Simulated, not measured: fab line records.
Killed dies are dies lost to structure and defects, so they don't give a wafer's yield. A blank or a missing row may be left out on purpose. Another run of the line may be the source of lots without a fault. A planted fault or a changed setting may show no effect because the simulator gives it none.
Split-lot study | flow n5 finfet | 7 lots, 21 wafers read, on a route of 1938 steps

THE SPLIT ITSELF
At N5_BEOL_M12_COAT_22 (resist thk 300 nm), the setting spin rpm was moved away from the recipe's 2888 rpm on 10 of the 21 wafers read, by -4.8% to +9.5%. The other wafers ran this setting at the recipe's value.

The reading is taken at the split's own step.

THE READING
coat_of_BEOL_M12_COAT_22.thk nm (the simulator's own value, which no gauge read), in nm, at N5_BEOL_M12_COAT_22 (resist thk 300 nm). The file does not state a usual value for it. Average 300.6 nm, standard deviation 0.76 nm, over the 11 wafers here run with the recipe.

wafer  | tool, chamber at the split | spin rpm as run, rpm | against the recipe | coat_of_BEOL_M12_COAT_22.thk nm, nm | against lot-mates on the recipe
L074.2 | litho track-05, 0          | 2888                 | recipe             | 301.2                               | -
L074.3 | litho track-05, 0          | 3161                 | +9.5%              | 288                                 | -13.2
L074.6 | litho track-05, 0          | 3161                 | +9.5%              | 287.2                               | -14.0
L075.1 | litho track-02, 0          | 2888                 | recipe             | 301.6                               | -
L075.6 | litho track-02, 0          | 2888                 | recipe             | 301.6                               | -
L075.4 | litho track-02, 0          | 2888                 | recipe             | 301.4                               | -
L086.3 | litho track-05, 0          | 2888                 | recipe             | 299.4                               | -
L086.5 | litho track-05, 0          | 2888                 | recipe             | 300.6                               | -
L086.6 | litho track-05, 0          | 2888                 | recipe             | 299.8                               | -
L088.2 | litho track-05, 0          | 2888                 | recipe             | 300                                 | -
L088.3 | litho track-05, 0          | 2888                 | recipe             | 301                                 | -
L088.6 | litho track-05, 0          | 3154                 | +9.2%              | 287                                 | -13.5
L089.1 | litho track-05, 0          | 2998                 | +3.8%              | 295.6                               | no lot-mate on the recipe
L089.4 | litho track-05, 0          | 2998                 | +3.8%              | 294.6                               | no lot-mate on the recipe
L089.6 | litho track-05, 0          | 2998                 | +3.8%              | 295.2                               | no lot-mate on the recipe
L096.1 | litho track-04, 0          | 2975                 | +3.0%              | 296                                 | -4.0
L096.2 | litho track-04, 0          | 2975                 | +3.0%              | 296.4                               | -3.6
L096.6 | litho track-04, 0          | 2888                 | recipe             | 300                                 | -
L095.1 | litho track-05, 0          | 2749                 | -4.8%              | 306                                 | +6.0
L095.3 | litho track-05, 0          | 2749                 | -4.8%              | 306.8                               | +6.8
L095.4 | litho track-05, 0          | 2888                 | recipe             | 300                                 | -

FIT RESULTS
A straight line over all 21 wafers: coat_of_BEOL_M12_COAT_22.thk nm changes by -1.37 nm for each +1% of spin rpm; r = -0.99; the points scatter about the line by 0.7 nm.
The same after taking each lot's own level away (the mean of its wafers on the recipe; 18 wafers): -1.42 nm for each +1%; r = -1.00; scatter 0.44 nm.
The reading moves by 13 nm for the largest change in spin rpm, on that fit.
The lots' own levels span 299.93 to 301.53 nm, that is 2.1 times the standard deviation above.
The two slopes agree, so the slope changes little with the lot-to-lot level.
Check: for one of the wafers moved furthest among these (+9.5%), held out of the fit, the line's prediction against its lot-mates is -13.5 nm. Against them it came out at -13.2 nm.

FURTHER SPLITS ON THESE WAFERS
Before the reading, these wafers also passed through other splits. Each is held against what the fit with the lots' levels taken away leaves over:
other split on the same wafers | wafers away from the commonest value | r with coat_of_BEOL_M12_COAT_22.thk nm (lot level and that fit taken away)
N5_BEOL_M11_EXPOSE_08 dose mj  | 9                                    | +0.19
N5_BEOL_M11_COAT_22 spin rpm   | 8                                    | +0.21
N5_BEOL_M11_ETCH_66 time s     | 8                                    | -0.32

FILE'S OWN FIT
coat_of_BEOL_M12_COAT_22.thk nm changes by -1.43 nm for each +1% of spin rpm, r = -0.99.
